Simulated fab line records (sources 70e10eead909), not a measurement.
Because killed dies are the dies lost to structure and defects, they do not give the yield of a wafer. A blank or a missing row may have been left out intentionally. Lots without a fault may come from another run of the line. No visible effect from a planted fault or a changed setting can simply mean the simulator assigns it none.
Matching of chambers :: flow nand-harc :: 3 sister chambers for NHARC_P_M0_DEP_32 on pecvd-01
The step deposits SiCN, target thk 30 nm. 3 wafers are shown with their chamber, then 10 later ones without.

== WAFERS PAIRED WITH THEIR CHAMBERS ==
wafer: L085.4
chamber: 0
heater-power-w (W): 665

wafer: L094.4
chamber: 1
heater-power-w (W): 809

wafer: L094.5
chamber: 2
heater-power-w (W): 519

== WAFERS MISSING THEIR CHAMBER ==
wafer: L094.6
heater-power-w (W): 580

wafer: L095.2
heater-power-w (W): 591

wafer: L095.4
heater-power-w (W): 520

wafer: L095.5
heater-power-w (W): 754

wafer: L096.1
heater-power-w (W): 441

wafer: L096.4
heater-power-w (W): 658

wafer: L096.5
heater-power-w (W): 676

wafer: L097.1
heater-power-w (W): 732

wafer: L097.3
heater-power-w (W): 531

wafer: L097.5
heater-power-w (W): 580

== EACH ONE'S CHAMBER ==
wafer: L094.6
from the rows above: can't be placed: 2 or 0
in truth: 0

wafer: L095.2
from the rows above: can't be placed: 2 or 0
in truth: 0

wafer: L095.4
from the rows above: 2
in truth: 2

wafer: L095.5
from the rows above: can't be placed: 1 or 0
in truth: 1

wafer: L096.1
from the rows above: 2
in truth: 2

wafer: L096.4
from the rows above: 0
in truth: 0

wafer: L096.5
from the rows above: 0
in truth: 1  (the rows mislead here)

wafer: L097.1
from the rows above: can't be placed: 0 or 1
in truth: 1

wafer: L097.3
from the rows above: 2
in truth: 2

wafer: L097.5
from the rows above: can't be placed: 2 or 0
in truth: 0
Correctly placed: 4 of 10. Can't be placed from these rows: 5 (the true chamber is among the candidates in 5). Number placed wrongly: 1.
How it was worked out, from the rows above alone: a wafer's distance from a chamber is the root of the sum, over the readings, of the square of ((its reading less the chamber's mean) divided by the reading's scatter). If the next closest chamber is less than 2 further off than the closest, the wafer can't be placed; otherwise it belongs to the closest. The mean given for a chamber averages the wafers shown for that chamber. The scatter: root of mean squared gap, hidden wafer to nearest shown wafer, with one shown wafer a chamber.
